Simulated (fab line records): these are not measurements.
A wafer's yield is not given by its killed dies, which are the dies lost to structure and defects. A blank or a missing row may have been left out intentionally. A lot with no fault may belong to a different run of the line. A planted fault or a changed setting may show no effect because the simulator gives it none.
Split-lot study :: flow n5_finfet :: route with 1938 steps; 7 lots, 21 wafers read

SPLIT DETAILS
At N5_MOL_CONTACT_COAG_CONTACT_ETCH_14 (etches SiO2 in C4F6/O2, target depth 27.5 nm, overetch 8.5 nm, time 20 s), the setting source_w was moved away from the recipe's 370 W on 9 of the 21 wafers read, by -17.5% to +17.1%. For the rest of the wafers, this setting stayed at what the recipe calls for.

The split's own step is where the reading is taken.

THE READING
rf_vpp_V, in V, at N5_MOL_CONTACT_COAG_CONTACT_ETCH_14 (etches SiO2 in C4F6/O2, target depth 27.5 nm, overetch 8.5 nm, time 20 s). A value of 691.4 V with a standard deviation of 2.7 V is what fault-free wafers of this fab line usually give.

wafer: L081.2
tool, chamber at the split: rie_diel-06, 1
source_w as run, W: 392.4
against the recipe: +6.1%
rf_vpp_V, V: 687.5
against lot-mates on the recipe: -3.3

wafer: L081.3
tool, chamber at the split: rie_diel-06, 2
source_w as run, W: 392.4
against the recipe: +6.1%
rf_vpp_V, V: 688.7
against lot-mates on the recipe: -2.1

wafer: L081.6
tool, chamber at the split: rie_diel-06, 1
source_w as run, W: 370
against the recipe: recipe
rf_vpp_V, V: 690.8
against lot-mates on the recipe: -

wafer: L082.2
tool, chamber at the split: rie_diel-06, 2
source_w as run, W: 394.2
against the recipe: +6.5%
rf_vpp_V, V: 688.1
against lot-mates on the recipe: -2.5

wafer: L082.3
tool, chamber at the split: rie_diel-06, 0
source_w as run, W: 394.2
against the recipe: +6.5%
rf_vpp_V, V: 669.4
against lot-mates on the recipe: -21.2

wafer: L082.5
tool, chamber at the split: rie_diel-06, 0
source_w as run, W: 370
against the recipe: recipe
rf_vpp_V, V: 690.6
against lot-mates on the recipe: -

wafer: L087.1
tool, chamber at the split: rie_diel-02, 2
source_w as run, W: 370
against the recipe: recipe
rf_vpp_V, V: 695.3
against lot-mates on the recipe: -

wafer: L087.3
tool, chamber at the split: rie_diel-02, 3
source_w as run, W: 305.1
against the recipe: -17.5%
rf_vpp_V, V: 721.1
against lot-mates on the recipe: +25.8

wafer: L087.5
tool, chamber at the split: rie_diel-02, 1
source_w as run, W: 305.1
against the recipe: -17.5%
rf_vpp_V, V: 731.8
against lot-mates on the recipe: +36.5

wafer: L088.1
tool, chamber at the split: rie_diel-02, 3
source_w as run, W: 370
against the recipe: recipe
rf_vpp_V, V: 691.3
against lot-mates on the recipe: -

wafer: L088.4
tool, chamber at the split: rie_diel-02, 0
source_w as run, W: 433.3
against the recipe: +17.1%
rf_vpp_V, V: 671.2
against lot-mates on the recipe: -22.8

wafer: L088.5
tool, chamber at the split: rie_diel-02, 2
source_w as run, W: 370
against the recipe: recipe
rf_vpp_V, V: 696.7
against lot-mates on the recipe: -

wafer: L089.3
tool, chamber at the split: rie_diel-04, 2
source_w as run, W: 370
against the recipe: recipe
rf_vpp_V, V: 690.7
against lot-mates on the recipe: -

wafer: L089.4
tool, chamber at the split: rie_diel-04, 0
source_w as run, W: 370
against the recipe: recipe
rf_vpp_V, V: 695.9
against lot-mates on the recipe: -

wafer: L089.5
tool, chamber at the split: rie_diel-04, 1
source_w as run, W: 370
against the recipe: recipe
rf_vpp_V, V: 688.0
against lot-mates on the recipe: -

wafer: L092.2
tool, chamber at the split: rie_diel-02, 1
source_w as run, W: 370
against the recipe: recipe
rf_vpp_V, V: 688.3
against lot-mates on the recipe: -

wafer: L092.5
tool, chamber at the split: rie_diel-02, 1
source_w as run, W: 306.5
against the recipe: -17.2%
rf_vpp_V, V: 729.4
against lot-mates on the recipe: +41.1

wafer: L092.6
tool, chamber at the split: rie_diel-02, 3
source_w as run, W: 306.5
against the recipe: -17.2%
rf_vpp_V, V: 720.2
against lot-mates on the recipe: +31.9

wafer: L096.3
tool, chamber at the split: rie_diel-06, 1
source_w as run, W: 370
against the recipe: recipe
rf_vpp_V, V: 691.3
against lot-mates on the recipe: -

wafer: L096.4
tool, chamber at the split: rie_diel-06, 2
source_w as run, W: 370
against the recipe: recipe
rf_vpp_V, V: 692.3
against lot-mates on the recipe: -

wafer: L096.5
tool, chamber at the split: rie_diel-06, 0
source_w as run, W: 370
against the recipe: recipe
rf_vpp_V, V: 690.2
against lot-mates on the recipe: -

THE FIT
A straight line over all 21 wafers: rf_vpp_V changes by -1.73 V for each +1% of source_w; r = -0.95; the points scatter about the line by 5.4 V.
The same after taking each lot's own level away (the mean of its wafers on the recipe; 21 wafers): -1.74 V for each +1%; r = -0.95; scatter 5.2 V.
The reading moves by 30 V for the largest change in source_w, on that fit.
Measured against the standard deviation above, the lots' own levels, which go from 688.30 to 695.30 V, span 2.6 times it.
So the lot-to-lot level changes the slope little: the two slopes agree.
Check: with one of the wafers moved furthest among these (-17.5%) left out of the fit, the line predicts +33.9 V for it against its lot-mates. It came out at +25.8 V against them.
Tool readings at the split's step, against how far the setting was moved: rf_vpp_V r = -0.95.

OTHER SPLITS ON THESE WAFERS
Other splits were also applied to these wafers ahead of the reading. Each is held against what the fit with the lots' levels taken away leaves over:
other split on the same wafers: N5_SD_EPI_P_EPI_21 time_s
wafers away from the commonest value: 7
r with rf_vpp_V (lot level and that fit taken away): -0.14

other split on the same wafers: N5_ILD0_CMP_03 down_force_psi
wafers away from the commonest value: 7
r with rf_vpp_V (lot level and that fit taken away): -0.15

other split on the same wafers: N5_HKMG_FIN_ETCH_32 bias_w
wafers away from the commonest value: 6
r with rf_vpp_V (lot level and that fit taken away): +0.26

other split on the same wafers: N5_HKMG_FIN_ETCH_35 time_s
wafers away from the commonest value: 7
r with rf_vpp_V (lot level and that fit taken away): -0.09

other split on the same wafers: N5_GATE_CUT_ETCH_58 bias_w
wafers away from the commonest value: 6
r with rf_vpp_V (lot level and that fit taken away): +0.14

FILE'S OWN FIT
rf_vpp_V changes by -1.7 V for each +1% of source_w, r = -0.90.
